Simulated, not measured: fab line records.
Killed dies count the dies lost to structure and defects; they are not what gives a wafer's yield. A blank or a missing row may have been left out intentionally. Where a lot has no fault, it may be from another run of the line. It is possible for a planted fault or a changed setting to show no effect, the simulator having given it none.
Split-lot experiment	flow n5Finfet	21 wafers read across 7 lots, on a route 1938 steps long

THE SPLIT ITSELF
At N5_MOL_CONTACT_COAG_COAT_64 (time 60 s, resist thk 10 nm), the setting spinRpm was moved away from the recipe's 1500 rpm on 6 of the 21 wafers read, by -9.9% to +10.7%. All remaining wafers had this setting at the recipe value.

FROM THE SPLIT TO THE READING: what the file shows between them, 6 steps
- N5_MOL_CONTACT_COAG_COAT_34: resist thk 40 nm
- N5_MOL_CONTACT_COAG_EBR_36
- N5_MOL_CONTACT_COAG_DESCUM_45: chemistry O2, time 7 s
- N5_MOL_CONTACT_COAG_ETCH_65: etches underlayer in N2/H2, target depth 13 nm, time 10.4 s
- N5_MOL_CONTACT_COAG_ETCH_66: etches SiARC in CF4, target depth 13 nm, time 21.7 s
- N5_MOL_CONTACT_COAG_ALD_133: deposits SiO2, target thk 5 nm, pulse time 1 s, co reactant pulse time 1 s

THE READING
CAR-EUV_of_MOL_CONTACT_COAG_COAT_34.thkNm (the simulator's own value, which no gauge read), in nm, at N5_MOL_CONTACT_COAG_ETCHBACK_134 (etches SiO2 in CHF3, target depth 10 nm, time 6.7 s). The file gives no usual value for it. Across the 15 wafers here that went through the recipe, the average is 15.6 nm and the standard deviation 0.13 nm.

wafer	tool, chamber at the split	spinRpm as run, rpm	against the recipe	CAR-EUV_of_MOL_CONTACT_COAG_COAT_34.thkNm, nm	against lot-mates on the recipe
L074.1	lithoTrack-01, 0	1391	-7.3%	15	-0.4
L074.3	lithoTrack-01, 0	1391	-7.3%	15.2	-0.2
L074.5	lithoTrack-01, 0	1500	recipe	15.4	-
L077.3	lithoTrack-01, 0	1451	-3.3%	15.4	-0.3
L077.4	lithoTrack-01, 0	1500	recipe	15.6	-
L077.6	lithoTrack-01, 0	1500	recipe	15.8	-
L080.2	lithoTrack-05, 0	1500	recipe	15.6	-
L080.6	lithoTrack-05, 0	1500	recipe	15.6	-
L080.4	lithoTrack-05, 0	1500	recipe	15.4	-
L082.1	lithoTrack-03, 0	1500	recipe	15.6	-
L082.2	lithoTrack-03, 0	1500	recipe	15.4	-
L082.6	lithoTrack-03, 0	1500	recipe	15.8	-
L084.2	lithoTrack-01, 0	1500	recipe	15.6	-
L084.4	lithoTrack-01, 0	1500	recipe	15.6	-
L084.6	lithoTrack-01, 0	1500	recipe	15.6	-
L091.2	lithoTrack-03, 0	1661	+10.7%	16	+0.6
L091.3	lithoTrack-03, 0	1500	recipe	15.4	-
L091.4	lithoTrack-03, 0	1500	recipe	15.4	-
L094.1	lithoTrack-03, 0	1352	-9.9%	15	-0.6
L094.3	lithoTrack-03, 0	1352	-9.9%	15	-0.6
L094.2	lithoTrack-03, 0	1500	recipe	15.6	-

FIT RESULTS
A straight line over all 21 wafers: CAR-EUV_of_MOL_CONTACT_COAG_COAT_34.thkNm changes by +0.0529 nm for each +1% of spinRpm; r = +0.89; the points scatter about the line by 0.13 nm.
The same after taking each lot's own level away (the mean of its wafers on the recipe; 21 wafers): +0.0554 nm for each +1%; r = +0.93; scatter 0.099 nm.
The reading moves by 0.59 nm for the largest change in spinRpm, on that fit.
Measured against the standard deviation above, the lots' own levels, which go from 15.40 to 15.70 nm, span 2.3 times it.
The two slopes are in agreement: the lot-to-lot level therefore moves the slope only a little.
Check: +0.589 nm against its lot-mates is what the line predicts for one of the wafers moved furthest among these (+10.7%) when that wafer is left out of the fit. It came out at +0.6 nm against them.

FURTHER SPLITS ON THESE WAFERS
Other splits were also applied to these wafers ahead of the reading. Each is held against what the fit with the lots' levels taken away leaves over:
other split on the same wafers	wafers away from the commonest value	r with CAR-EUV_of_MOL_CONTACT_COAG_COAT_34.thkNm (lot level and that fit taken away)
N5_SDB_HM_DEP_00 timeS	5	-0.32
N5_HKMG_FIN_COAT_06 spinRpm	8	+0.07
N5_HKMG_FIN_DEVELOP_11 developTimeS	8	+0.10
N5_MOL_CONTACT_COAG_ALD_27 aldCycles	8	+0.42
N5_MOL_CONTACT_COAG_PECVD_31 timeS	9	-0.19
N5_MOL_CONTACT_COAG_VIA_ETCH_46 biasW	3	-0.23

THE WHOLE CHAIN: every reading that the file lists as answering this split, in the file's order
step	what it does	reading	change (the file's fit)	r (the file's)
N5_MOL_CONTACT_COAG_COAT_64	time 60 s, resist thk 10 nm	underlayer_of_MOL_CONTACT_COAG_COAT_64.thkNm (the simulator's own value, which no gauge read)	-0.0499 nm for each +1% of the setting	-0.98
N5_MOL_CONTACT_COAG_ETCH_65	etches underlayer in N2/H2, target depth 13 nm, time 10.4 s	CAR-EUV_of_MOL_CONTACT_COAG_COAT_34.thkNm (the simulator's own value, which no gauge read)	+0.0693 nm for each +1% of the setting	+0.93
N5_MOL_CONTACT_COAG_ETCH_65	etches underlayer in N2/H2, target depth 13 nm, time 10.4 s	etch.depthNm (the simulator's own value, which no gauge read)	-0.0508 nm for each +1% of the setting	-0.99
N5_MOL_CONTACT_COAG_ETCH_66	etches SiARC in CF4, target depth 13 nm, time 21.7 s	CAR-EUV_of_MOL_CONTACT_COAG_COAT_34.thkNm (the simulator's own value, which no gauge read)	+0.0652 nm for each +1% of the setting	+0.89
N5_MOL_CONTACT_COAG_ETCHBACK_134	etches SiO2 in CHF3, target depth 10 nm, time 6.7 s	CAR-EUV_of_MOL_CONTACT_COAG_COAT_34.thkNm (the simulator's own value, which no gauge read)	+0.0562 nm for each +1% of the setting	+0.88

THE FILE'S OWN FIT
CAR-EUV_of_MOL_CONTACT_COAG_COAT_34.thkNm changes by +0.0562 nm for each +1% of spinRpm, r = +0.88.
